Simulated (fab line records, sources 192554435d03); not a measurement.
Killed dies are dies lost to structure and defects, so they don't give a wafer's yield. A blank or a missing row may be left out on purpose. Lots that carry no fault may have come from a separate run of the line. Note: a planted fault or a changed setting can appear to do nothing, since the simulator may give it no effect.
The tool behind it: which one?	flow n5-finfet	Sampling: 24 lots, 72 wafers, 6 of 1938 route steps

WHAT EACH GAUGE READ, for each wafer
N5_BEOL_M2_RS_MEAS_58: the measuring method here is four-point-probe. Usual: M2_RS typically reads 0.66 ohm/sq, with standard deviation 0.04.
lot	measured	on	M2_RS (ohm/sq)	flag
L074	day 7 01:23	film-metro-02	0.67 0.63 0.68	
L075	day 7 02:54	film-metro-01	0.72 0.66 0.68	
L076	day 7 08:03	film-metro-01	0.63 0.73 0.65	
L077	day 7 14:38	film-metro-02	0.64 0.63 0.62	
L078	day 7 14:56	film-metro-01	0.75 0.63 0.64	
L079	day 8 08:17	film-metro-01	0.69 0.62 0.67	
L080	day 8 12:07	film-metro-01	0.69 0.62 0.73	
L081	day 8 13:28	film-metro-01	0.67 0.72 0.70	
L082	day 8 21:52	film-metro-01	0.67 0.64 0.71	
L083	day 8 22:24	film-metro-01	0.64 0.66 0.69	
L084	day 9 12:56	film-metro-02	0.66 0.63 0.59	
L085	day 9 16:16	film-metro-01	0.67 0.63 0.65	
L086	day 9 22:47	film-metro-01	0.65 0.61 0.64	
L087	day 10 04:02	film-metro-01	0.63 0.66 0.69	
L088	day 10 13:37	film-metro-02	0.62 0.64 0.66	
L089	day 10 15:40	film-metro-01	0.68 0.69 0.67	
L090	day 10 17:31	film-metro-01	0.61 0.64 0.59	
L091	day 11 13:09	film-metro-01	0.78 0.64 0.69	
L093	day 11 16:06	film-metro-01	0.71 0.67 0.61	
L092	day 11 20:26	film-metro-01	0.67 0.62 0.69	
L094	day 11 20:58	film-metro-01	0.68 0.65 0.69	
L095	day 11 21:58	film-metro-01	0.64 0.67 0.76	
L096	day 12 06:01	film-metro-01	0.70 0.64 0.65	
L097	day 13 03:58	film-metro-02	0.68 0.70 0.71	

TOOL THAT RAN EACH LOT (tool first, then ch and the chambers of the sampled wafers, then the start)
lot	N5_BEOL_M2_ETCH_70	N5_BEOL_M2_VIA_ETCH_34	N5_BEOL_M2_ANNEAL_49	N5_BEOL_M2_ANNEAL_87	N5_BEOL_M2_SPUTTER_92
L074	rie-diel-05 ch 1,2,3, day 6 20:22	rie-diel-05 ch 1,2,3, day 6 20:28	pvd-sputter-01, day 6 22:40	pvd-sputter-01, day 6 23:20	pvd-sputter-01, day 6 23:55
L075	rie-diel-03 ch 1,2,3, day 6 22:20	rie-diel-03 ch 1,2,3, day 6 22:26	pvd-sputter-02, day 7 00:10	pvd-sputter-02, day 7 00:49	pvd-sputter-02, day 7 01:24
L076	rie-diel-05 ch 1,3, day 7 02:01	rie-diel-05 ch 1,3, day 7 02:07	pvd-sputter-01, day 7 05:20	pvd-sputter-01, day 7 05:59	pvd-sputter-01, day 7 06:34
L077	rie-diel-03 ch 0,1, day 7 10:23	rie-diel-03 ch 0,1, day 7 10:29	pvd-sputter-02, day 7 11:55	pvd-sputter-02, day 7 12:35	pvd-sputter-02, day 7 13:10
L078	rie-diel-05 ch 1,3, day 7 10:43	rie-diel-05 ch 1,3, day 7 10:49	pvd-sputter-01, day 7 12:00	pvd-sputter-01, day 7 12:40	pvd-sputter-01, day 7 13:14
L079	rie-diel-03 ch 0,3, day 8 03:56	rie-diel-03 ch 0,3, day 8 04:03	pvd-sputter-02, day 8 05:32	pvd-sputter-02, day 8 06:12	pvd-sputter-02, day 8 06:47
L080	rie-diel-04 ch 0,1, day 8 07:52	rie-diel-04 ch 0,1, day 8 07:58	pvd-sputter-02, day 8 09:18	pvd-sputter-02, day 8 09:58	pvd-sputter-02, day 8 10:32
L081	rie-diel-05 ch 0,2,3, day 8 07:58	rie-diel-05 ch 0,2,3, day 8 08:04	pvd-sputter-03, day 8 10:43	pvd-sputter-03, day 8 11:22	pvd-sputter-03, day 8 11:57
L082	rie-diel-05 ch 0,2,3, day 8 17:10	rie-diel-05 ch 0,2,3, day 8 17:17	pvd-sputter-02, day 8 19:05	pvd-sputter-02, day 8 19:45	pvd-sputter-02, day 8 20:20
L083	rie-diel-03 ch 2,3, day 8 17:15	rie-diel-03 ch 2,3, day 8 17:22	pvd-sputter-01, day 8 19:37	pvd-sputter-01, day 8 20:17	pvd-sputter-01, day 8 20:52
L084	rie-diel-03 ch 0,1,3, day 9 07:13	rie-diel-03 ch 0,1,3, day 9 07:20	pvd-sputter-03, day 9 10:10	pvd-sputter-03, day 9 10:50	pvd-sputter-03, day 9 11:25
L085	rie-diel-05 ch 0,2, day 9 11:47	rie-diel-05 ch 0,2, day 9 11:54	pvd-sputter-01, day 9 13:31	pvd-sputter-01, day 9 14:10	pvd-sputter-01, day 9 14:45
L086	rie-diel-03 ch 1,3, day 9 17:46	rie-diel-03 ch 1,3, day 9 17:52	pvd-sputter-03, day 9 20:04	pvd-sputter-03, day 9 20:44	pvd-sputter-03, day 9 21:19
L087	rie-diel-03 ch 2,3, day 9 23:39	rie-diel-03 ch 2,3, day 9 23:46	pvd-sputter-02, day 10 01:18	pvd-sputter-02, day 10 01:58	pvd-sputter-02, day 10 02:32
L088	rie-diel-05 ch 0,1,3, day 10 09:31	rie-diel-05 ch 0,1,3, day 10 09:37	pvd-sputter-02, day 10 10:52	pvd-sputter-02, day 10 11:31	pvd-sputter-02, day 10 12:06
L089	rie-diel-03 ch 0,2,3, day 10 09:40	rie-diel-03 ch 0,2,3, day 10 09:46	pvd-sputter-02, day 10 12:56	pvd-sputter-02, day 10 13:36	pvd-sputter-02, day 10 14:11
L090	rie-diel-03 ch 0,1,3, day 10 12:46	rie-diel-03 ch 0,1,3, day 10 12:53	pvd-sputter-03, day 10 14:45	pvd-sputter-03, day 10 15:25	pvd-sputter-03, day 10 15:59
L091	rie-diel-04 ch 1,3, day 11 08:18	rie-diel-04 ch 1,3, day 11 08:25	pvd-sputter-03, day 11 10:14	pvd-sputter-03, day 11 10:53	pvd-sputter-03, day 11 11:28
L093	rie-diel-05 ch 0,1,3, day 11 11:52	rie-diel-05 ch 0,1,3, day 11 11:59	pvd-sputter-03, day 11 13:22	pvd-sputter-03, day 11 14:02	pvd-sputter-03, day 11 14:37
L092	rie-diel-05 ch 0,3, day 11 15:34	rie-diel-05 ch 0,3, day 11 15:40	pvd-sputter-03, day 11 17:43	pvd-sputter-03, day 11 18:22	pvd-sputter-03, day 11 18:57
L094	rie-diel-03 ch 0,1,3, day 11 15:44	rie-diel-03 ch 0,1,3, day 11 15:51	pvd-sputter-02, day 11 18:11	pvd-sputter-02, day 11 18:50	pvd-sputter-02, day 11 19:25
L095	rie-diel-03 ch 0,2,3, day 11 17:15	rie-diel-03 ch 0,2,3, day 11 17:22	pvd-sputter-01, day 11 19:12	pvd-sputter-01, day 11 19:52	pvd-sputter-01, day 11 20:26
L096	rie-diel-03 ch 0,1, day 11 23:46	rie-diel-03 ch 0,1, day 11 23:52	pvd-sputter-02, day 12 02:43	pvd-sputter-02, day 12 03:22	pvd-sputter-02, day 12 03:57
L097	rie-diel-05 ch 0,1,3, day 12 22:08	rie-diel-05 ch 0,1,3, day 12 22:14	pvd-sputter-03, day 13 01:13	pvd-sputter-03, day 13 01:52	pvd-sputter-03, day 13 02:27
- N5_BEOL_M2_ETCH_70: etches SOC in N2/H2, target depth 80 nm, overetch 24 nm, time 130 s.
- N5_BEOL_M2_VIA_ETCH_34: etches the open film in C4F6/O2, target depth 69.4 nm, time 65.9 s.
- N5_BEOL_M2_ANNEAL_49: time 240 s.
- N5_BEOL_M2_ANNEAL_87: time 240 s.
- N5_BEOL_M2_SPUTTER_92: material Cu, target thk 4.5 nm, time 8.29 s.

AS READ BY THE TOOLS THEMSELVES (means over the sampled wafers that have a number; for cases with no such wafer, the mark the record gives instead)
N5_BEOL_M2_ETCH_70. Usual: drypump-motor-current-A 5.8 A, standard deviation 0.44; oes-product-au 0.58 a.u., standard deviation 0.057; rf-vpp-V 523 V, standard deviation 3.1; showerhead-plenum-p-Torr 2.53 Torr, standard deviation 0.12; temp-c 40.00 C, standard deviation 0.11; throttle-valve-pct 17.75 %, standard deviation 0.18.
lot	tool	drypump-motor-current-A (A)	oes-product-au (a.u.)	rf-vpp-V (V)	showerhead-plenum-p-Torr (Torr)	temp-c (C)	throttle-valve-pct (%)	flag
L074	rie-diel-05	6.2	0.55	523	2.52	40.02	17.80	
L075	rie-diel-03	5.5	0.56	522	2.47	40.07	17.80	
L076	rie-diel-05	6.2	0.57	526	2.60	40.00	17.81	
L077	rie-diel-03	5.7	0.62	525	2.61	40.07	17.56	
L078	rie-diel-05	6.1	0.57	525	2.59	39.91	17.82	
L079	rie-diel-03	5.4	0.57	525	2.58	39.99	17.75	
L080	rie-diel-04	5.1	0.60	521	2.49	39.98	17.81	
L081	rie-diel-05	6.0	0.61	524	2.54	39.97	17.68	
L082	rie-diel-05	6.0	0.61	524	2.54	40.01	17.68	
L083	rie-diel-03	5.3	0.54	522	2.50	39.97	17.86	
L084	rie-diel-03	5.6	0.57	523	2.54	40.07	17.74	
L085	rie-diel-05	6.1	0.58	521	2.45	39.91	17.70	
L086	rie-diel-03	5.6	0.53	523	2.48	40.03	17.91	
L087	rie-diel-03	5.3	0.54	523	2.49	39.97	17.87	
L088	rie-diel-05	6.1	0.65	526	2.62	40.11	17.64	
L089	rie-diel-03	5.3	0.57	524	2.55	39.95	17.72	
L090	rie-diel-03	5.6	0.57	525	2.54	40.01	17.77	
L091	rie-diel-04	5.0	0.57	523	2.51	39.94	17.84	
L093	rie-diel-05	6.1	0.63	525	2.61	40.00	17.65	
L092	rie-diel-05	5.8	0.63	524	2.54	40.02	17.66	
L094	rie-diel-03	5.6	0.56	524	2.53	40.06	17.78	
L095	rie-diel-03	5.3	0.56	524	2.54	40.00	17.74	
L096	rie-diel-03	5.7	0.58	525	2.59	40.05	17.64	
L097	rie-diel-05	6.1	0.62	526	2.61	40.01	17.68	

N5_BEOL_M2_VIA_ETCH_34. Usual: drypump-motor-current-A 5.8 A, standard deviation 0.44; oes-product-au 0.79 a.u., standard deviation 0.084; rf-vpp-V 672 V, standard deviation 15; showerhead-plenum-p-Torr 2.83 Torr, standard deviation 0.12; throttle-valve-pct 30.7 %, standard deviation 0.31.
lot	tool	drypump-motor-current-A (A)	oes-product-au (a.u.)	rf-vpp-V (V)	showerhead-plenum-p-Torr (Torr)	throttle-valve-pct (%)	flag
L074	rie-diel-05	6.2	0.75	681	2.80	30.5	
L075	rie-diel-03	5.5	0.78	668	2.78	30.8	
L076	rie-diel-05	6.1	0.78	679	2.89	30.7	
L077	rie-diel-03	5.7	0.86	667	2.95	31.0	
L078	rie-diel-05	6.1	0.78	679	2.89	30.7	
L079	rie-diel-03	5.4	0.77	664	2.87	30.5	
L080	rie-diel-04	5.1	0.79	680	2.77	30.6	
L081	rie-diel-05	6.0	0.84	672	2.82	30.5	
L082	rie-diel-05	6.0	0.84	671	2.82	30.5	
L083	rie-diel-03	5.3	0.74	667	2.78	30.5	
L084	rie-diel-03	5.6	0.78	665	2.86	30.8	
L085	rie-diel-05	6.1	0.80	672	2.72	30.4	
L086	rie-diel-03	5.5	0.73	664	2.78	30.7	
L087	rie-diel-03	5.3	0.74	666	2.77	30.6	
L088	rie-diel-05	6.1	0.89	686	2.91	30.6	
L089	rie-diel-03	5.4	0.79	669	2.85	30.7	
L090	rie-diel-03	5.6	0.78	665	2.85	30.8	
L091	rie-diel-04	5.0	0.77	687	2.82	30.8	
L093	rie-diel-05	6.1	0.87	686	2.90	30.6	
L092	rie-diel-05	5.9	0.86	672	2.82	30.5	
L094	rie-diel-03	5.6	0.76	665	2.85	30.8	
L095	rie-diel-03	5.4	0.78	669	2.85	30.7	
L096	rie-diel-03	5.7	0.81	667	2.93	31.0	
L097	rie-diel-05	6.1	0.85	684	2.90	30.6	

N5_BEOL_M2_ANNEAL_49. Usual: heater-power-w 878 W, standard deviation 100; susceptor_temp_C_max 401.1, standard deviation 0.36.
lot	tool	heater-power-w (W)	susceptor_temp_C_max	flag
L074	pvd-sputter-01	794	400.9	
L075	pvd-sputter-02	893	400.8	
L076	pvd-sputter-01	881	401.2	
L077	pvd-sputter-02	897	400.8	
L078	pvd-sputter-01	719	401.0	
L079	pvd-sputter-02	957	401.2	
L080	pvd-sputter-02	848	401.3	
L081	pvd-sputter-03	841	400.9	
L082	pvd-sputter-02	850	401.0	
L083	pvd-sputter-01	866	400.8	
L084	pvd-sputter-03	946	401.2	
L085	pvd-sputter-01	857	401.0	
L086	pvd-sputter-03	1014	401.2	
L087	pvd-sputter-02	875	400.9	
L088	pvd-sputter-02	899	401.2	
L089	pvd-sputter-02	868	401.5	
L090	pvd-sputter-03	871	401.3	
L091	pvd-sputter-03	879	401.3	
L093	pvd-sputter-03	934	400.9	
L092	pvd-sputter-03	936	401.0	
L094	pvd-sputter-02	866	401.0	
L095	pvd-sputter-01	805	401.0	
L096	pvd-sputter-02	968	401.1	
L097	pvd-sputter-03	1020	400.9	

N5_BEOL_M2_ANNEAL_87. Usual: heater-power-w 878 W, standard deviation 99; susceptor_temp_C_max 401.0, standard deviation 0.32.
lot	tool	heater-power-w (W)	susceptor_temp_C_max	flag
L074	pvd-sputter-01	802	401.2	
L075	pvd-sputter-02	891	400.9	
L076	pvd-sputter-01	881	400.8	
L077	pvd-sputter-02	902	401.1	
L078	pvd-sputter-01	725	400.9	
L079	pvd-sputter-02	958	401.0	
L080	pvd-sputter-02	839	401.1	
L081	pvd-sputter-03	843	400.7	
L082	pvd-sputter-02	859	401.0	
L083	pvd-sputter-01	860	400.8	
L084	pvd-sputter-03	941	400.9	
L085	pvd-sputter-01	860	400.7	
L086	pvd-sputter-03	1020	400.9	
L087	pvd-sputter-02	864	400.9	
L088	pvd-sputter-02	904	401.2	
L089	pvd-sputter-02	856	401.3	
L090	pvd-sputter-03	864	401.6	
L091	pvd-sputter-03	907	401.2	
L093	pvd-sputter-03	938	401.2	
L092	pvd-sputter-03	931	400.8	
L094	pvd-sputter-02	869	401.0	
L095	pvd-sputter-01	804	400.8	
L096	pvd-sputter-02	967	401.2	
L097	pvd-sputter-03	1008	401.1	

N5_BEOL_M2_SPUTTER_92. Usual: throttle-valve-pct at 30.3 %, with a standard deviation of 1.3.
lot	tool	throttle-valve-pct (%)	flag
L074	pvd-sputter-01	29.7	
L075	pvd-sputter-02	29.8	
L076	pvd-sputter-01	30.3	
L077	pvd-sputter-02	30.9	
L078	pvd-sputter-01	29.3	
L079	pvd-sputter-02	29.9	
L080	pvd-sputter-02	30.3	
L081	pvd-sputter-03	31.1	
L082	pvd-sputter-02	30.0	
L083	pvd-sputter-01	29.4	
L084	pvd-sputter-03	30.5	
L085	pvd-sputter-01	29.7	
L086	pvd-sputter-03	29.5	
L087	pvd-sputter-02	30.5	
L088	pvd-sputter-02	30.9	
L089	pvd-sputter-02	31.1	
L090	pvd-sputter-03	31.1	
L091	pvd-sputter-03	31.5	
L093	pvd-sputter-03	30.3	
L092	pvd-sputter-03	30.3	
L094	pvd-sputter-02	30.5	
L095	pvd-sputter-01	29.8	
L096	pvd-sputter-02	29.8	
L097	pvd-sputter-03	29.4	

THE ANSWER, worked out from the rows above alone
Rule: take the mean of a lot's wafers that have a number; if it is more than 3 standard deviations from the usual mean, the lot is off. A lot without any number at a reading at which 4 lots or more have one is off too. Where the step has rows for the other lots, those lots are counted as sound. Order of review: gauges by route order, followed by the tools' own readings, for which a lot's mean as printed above is used. The first step at which some lot is off is used, and at that step the reading that is off furthest; a lot without a number counts as furthest.
Across all readings shown, no lot is off: no conclusion can be drawn from this.

WHAT HAD BEEN PUT IN BY THE SIMULATOR
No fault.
